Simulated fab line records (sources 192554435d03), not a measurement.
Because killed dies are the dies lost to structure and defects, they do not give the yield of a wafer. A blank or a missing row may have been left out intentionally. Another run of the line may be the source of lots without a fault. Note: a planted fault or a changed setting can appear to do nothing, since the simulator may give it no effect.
Lot-split experiment || flow n5 finfet || 7 lots, 21 wafers read, on a route of 1938 steps

== SPLIT DETAILS ==
At N5_SD_EPI_P_COAT_35 (time 60 s, resist thk 35 nm), the setting spin rpm was moved away from the recipe's 1500 rpm on 7 of the 21 wafers read, by -10.7% to +8.5%. For the rest of the wafers, this setting stayed at what the recipe calls for.

Reading taken at the split's own step.

== THE READING ==
SiARC_of_SD_EPI_P_COAT_35.thk nm (the simulator's own value, which no gauge read), in nm, at N5_SD_EPI_P_COAT_35 (time 60 s, resist thk 35 nm). The file does not state a usual value for it. Average 35.1 nm, standard deviation 0.12 nm, over the 14 wafers here run with the recipe.

{"wafer": "L075.1", "tool, chamber at the split": "litho track-02, 0", "spin rpm as run, rpm": 1500, "against the recipe": "recipe", "SiARC_of_SD_EPI_P_COAT_35.thk nm, nm": 35.2, "against lot-mates on the recipe": "-"}
{"wafer": "L075.3", "tool, chamber at the split": "litho track-02, 0", "spin rpm as run, rpm": 1500, "against the recipe": "recipe", "SiARC_of_SD_EPI_P_COAT_35.thk nm, nm": 35.2, "against lot-mates on the recipe": "-"}
{"wafer": "L075.4", "tool, chamber at the split": "litho track-02, 0", "spin rpm as run, rpm": 1500, "against the recipe": "recipe", "SiARC_of_SD_EPI_P_COAT_35.thk nm, nm": 35, "against lot-mates on the recipe": "-"}
{"wafer": "L078.1", "tool, chamber at the split": "litho track-04, 0", "spin rpm as run, rpm": 1628, "against the recipe": "+8.5%", "SiARC_of_SD_EPI_P_COAT_35.thk nm, nm": 33.6, "against lot-mates on the recipe": -1.5}
{"wafer": "L078.2", "tool, chamber at the split": "litho track-04, 0", "spin rpm as run, rpm": 1500, "against the recipe": "recipe", "SiARC_of_SD_EPI_P_COAT_35.thk nm, nm": 35.2, "against lot-mates on the recipe": "-"}
{"wafer": "L078.6", "tool, chamber at the split": "litho track-04, 0", "spin rpm as run, rpm": 1500, "against the recipe": "recipe", "SiARC_of_SD_EPI_P_COAT_35.thk nm, nm": 35, "against lot-mates on the recipe": "-"}
{"wafer": "L085.1", "tool, chamber at the split": "litho track-01, 0", "spin rpm as run, rpm": 1500, "against the recipe": "recipe", "SiARC_of_SD_EPI_P_COAT_35.thk nm, nm": 35, "against lot-mates on the recipe": "-"}
{"wafer": "L085.5", "tool, chamber at the split": "litho track-01, 0", "spin rpm as run, rpm": 1381, "against the recipe": "-7.9%", "SiARC_of_SD_EPI_P_COAT_35.thk nm, nm": 36.6, "against lot-mates on the recipe": "+1.6"}
{"wafer": "L085.6", "tool, chamber at the split": "litho track-01, 0", "spin rpm as run, rpm": 1381, "against the recipe": "-7.9%", "SiARC_of_SD_EPI_P_COAT_35.thk nm, nm": 36.6, "against lot-mates on the recipe": "+1.6"}
{"wafer": "L087.3", "tool, chamber at the split": "litho track-01, 0", "spin rpm as run, rpm": 1340, "against the recipe": "-10.7%", "SiARC_of_SD_EPI_P_COAT_35.thk nm, nm": 37.2, "against lot-mates on the recipe": "+2.0"}
{"wafer": "L087.4", "tool, chamber at the split": "litho track-01, 0", "spin rpm as run, rpm": 1500, "against the recipe": "recipe", "SiARC_of_SD_EPI_P_COAT_35.thk nm, nm": 35.2, "against lot-mates on the recipe": "-"}
{"wafer": "L087.6", "tool, chamber at the split": "litho track-01, 0", "spin rpm as run, rpm": 1500, "against the recipe": "recipe", "SiARC_of_SD_EPI_P_COAT_35.thk nm, nm": 35.2, "against lot-mates on the recipe": "-"}
{"wafer": "L092.1", "tool, chamber at the split": "litho track-02, 0", "spin rpm as run, rpm": 1500, "against the recipe": "recipe", "SiARC_of_SD_EPI_P_COAT_35.thk nm, nm": 35, "against lot-mates on the recipe": "-"}
{"wafer": "L092.3", "tool, chamber at the split": "litho track-02, 0", "spin rpm as run, rpm": 1500, "against the recipe": "recipe", "SiARC_of_SD_EPI_P_COAT_35.thk nm, nm": 35, "against lot-mates on the recipe": "-"}
{"wafer": "L092.6", "tool, chamber at the split": "litho track-02, 0", "spin rpm as run, rpm": 1500, "against the recipe": "recipe", "SiARC_of_SD_EPI_P_COAT_35.thk nm, nm": 35, "against lot-mates on the recipe": "-"}
{"wafer": "L093.3", "tool, chamber at the split": "litho track-01, 0", "spin rpm as run, rpm": 1500, "against the recipe": "recipe", "SiARC_of_SD_EPI_P_COAT_35.thk nm, nm": 35.2, "against lot-mates on the recipe": "-"}
{"wafer": "L093.4", "tool, chamber at the split": "litho track-01, 0", "spin rpm as run, rpm": 1500, "against the recipe": "recipe", "SiARC_of_SD_EPI_P_COAT_35.thk nm, nm": 35, "against lot-mates on the recipe": "-"}
{"wafer": "L093.6", "tool, chamber at the split": "litho track-01, 0", "spin rpm as run, rpm": 1385, "against the recipe": "-7.7%", "SiARC_of_SD_EPI_P_COAT_35.thk nm, nm": 36.6, "against lot-mates on the recipe": "+1.5"}
{"wafer": "L097.3", "tool, chamber at the split": "litho track-04, 0", "spin rpm as run, rpm": 1500, "against the recipe": "recipe", "SiARC_of_SD_EPI_P_COAT_35.thk nm, nm": 34.8, "against lot-mates on the recipe": "-"}
{"wafer": "L097.5", "tool, chamber at the split": "litho track-04, 0", "spin rpm as run, rpm": 1385, "against the recipe": "-7.7%", "SiARC_of_SD_EPI_P_COAT_35.thk nm, nm": 36.4, "against lot-mates on the recipe": "+1.6"}
{"wafer": "L097.6", "tool, chamber at the split": "litho track-04, 0", "spin rpm as run, rpm": 1385, "against the recipe": "-7.7%", "SiARC_of_SD_EPI_P_COAT_35.thk nm, nm": 36.6, "against lot-mates on the recipe": "+1.8"}

THE FIT
A straight line over all 21 wafers: SiARC_of_SD_EPI_P_COAT_35.thk nm changes by -0.189 nm for each +1% of spin rpm; r = -0.99; the points scatter about the line by 0.12 nm.
The same after taking each lot's own level away (the mean of its wafers on the recipe; 21 wafers): -0.196 nm for each +1%; r = -0.99; scatter 0.1 nm.
On that fit, the largest move of spin rpm shifts the reading by 2.1 nm.
From 34.80 to 35.20 nm: that is the span of the lots' own levels, equal to 3.3 times the standard deviation above.
Consequently the slope shifts little with the lot-to-lot level, the two slopes agreeing.
Check: +2.16 nm against its lot-mates is what the line predicts for one of the wafers moved furthest among these (-10.7%) when that wafer is left out of the fit. It came out at +2 nm against them.

== THESE WAFERS: OTHER SPLITS ==
Other splits were also applied to these wafers ahead of the reading. Each is held against what the fit with the lots' levels taken away leaves over:
{"other split on the same wafers": "N5_PMOS_HMC_CHANNEL_EPI_PEB_07 peb time s", "wafers away from the commonest value": 7, "r with SiARC_of_SD_EPI_P_COAT_35.thk nm (lot level and that fit taken away)": -0.13}
{"other split on the same wafers": "N5_PMOS_HMC_CHANNEL_EPI_DEVELOP_08 develop time s", "wafers away from the commonest value": 7, "r with SiARC_of_SD_EPI_P_COAT_35.thk nm (lot level and that fit taken away)": -0.12}
{"other split on the same wafers": "N5_FIN_SAQP_SPACER1_ALD_24 temp c", "wafers away from the commonest value": 8, "r with SiARC_of_SD_EPI_P_COAT_35.thk nm (lot level and that fit taken away)": "+0.04"}
{"other split on the same wafers": "N5_SD_EPI_N_PEB_07 peb temp c", "wafers away from the commonest value": 8, "r with SiARC_of_SD_EPI_P_COAT_35.thk nm (lot level and that fit taken away)": "+0.31"}

== THE FILE'S OWN FIT ==
SiARC_of_SD_EPI_P_COAT_35.thk nm changes by -0.194 nm for each +1% of spin rpm, r = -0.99.
